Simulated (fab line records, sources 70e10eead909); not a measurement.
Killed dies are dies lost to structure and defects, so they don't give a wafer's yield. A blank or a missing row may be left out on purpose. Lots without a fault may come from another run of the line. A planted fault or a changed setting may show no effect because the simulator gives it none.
Which tool did it? | flow nand_harc | 7 lots, 21 wafers sampled, at 2 steps of a route of 1302

WHAT THE GAUGES READ, wafer by wafer
NHARC_P_ZERO_WELL_CD_MEAS_52: target cd 2000 nm.
lot  | measured     | on        | cd_nm (nm)
L452 | day 2 21:48  | cd_sem-02 | 1995.6 1998.1 1996.2
L454 | day 3 17:52  | cd_sem-01 | 1998.1 2000.6 2000.8
L459 | day 5 19:49  | cd_sem-02 | 1996.8 1997.2 1996.9
L462 | day 7 03:48  | cd_sem-01 | 2000.3 1997.0 1996.5
L464 | day 7 21:49  | cd_sem-02 | 1999.0 1999.2 1997.3
L467 | day 9 03:36  | cd_sem-02 | 2000.3 1998.4 1999.9
L471 | day 10 19:38 | cd_sem-02 | 2000.2 1998.4 1999.2

WHICH TOOL RAN EACH LOT (tool, then ch and the chambers of the sampled wafers, then the start)
lot  | NHARC_P_ZERO_WELL_SOFTBAKE_06
L452 | litho_track-03 ch 0, day 2 16:00
L454 | litho_track-03 ch 0, day 3 12:00
L459 | litho_track-02 ch 0, day 5 14:00
L462 | litho_track-02 ch 0, day 6 20:00
L464 | litho_track-07 ch 0, day 7 16:00
L467 | litho_track-03 ch 0, day 8 22:00
L471 | litho_track-07 ch 0, day 10 14:00
- NHARC_P_ZERO_WELL_SOFTBAKE_06: time 70 s.

THE ANSWER, worked out from the rows above alone
Rule: what is usual is taken from the lots themselves. Put in order of their means at a reading, lots are off if they are a third of the lots or fewer, leave a main group of 4 or more, and stand apart from it by a gap of 3 or more times the standard deviation of the main group's means; of several such gaps the widest counts. A main group whose means are all the same, to the digits that the tables above print for the reading, isn't used. A lot without any number at a reading at which 4 lots or more have one is off too. The other lots that the step has rows for count as sound.
No lot is off at any reading shown: from this, nothing can be told.

WHAT THE SIMULATOR HAD PUT IN
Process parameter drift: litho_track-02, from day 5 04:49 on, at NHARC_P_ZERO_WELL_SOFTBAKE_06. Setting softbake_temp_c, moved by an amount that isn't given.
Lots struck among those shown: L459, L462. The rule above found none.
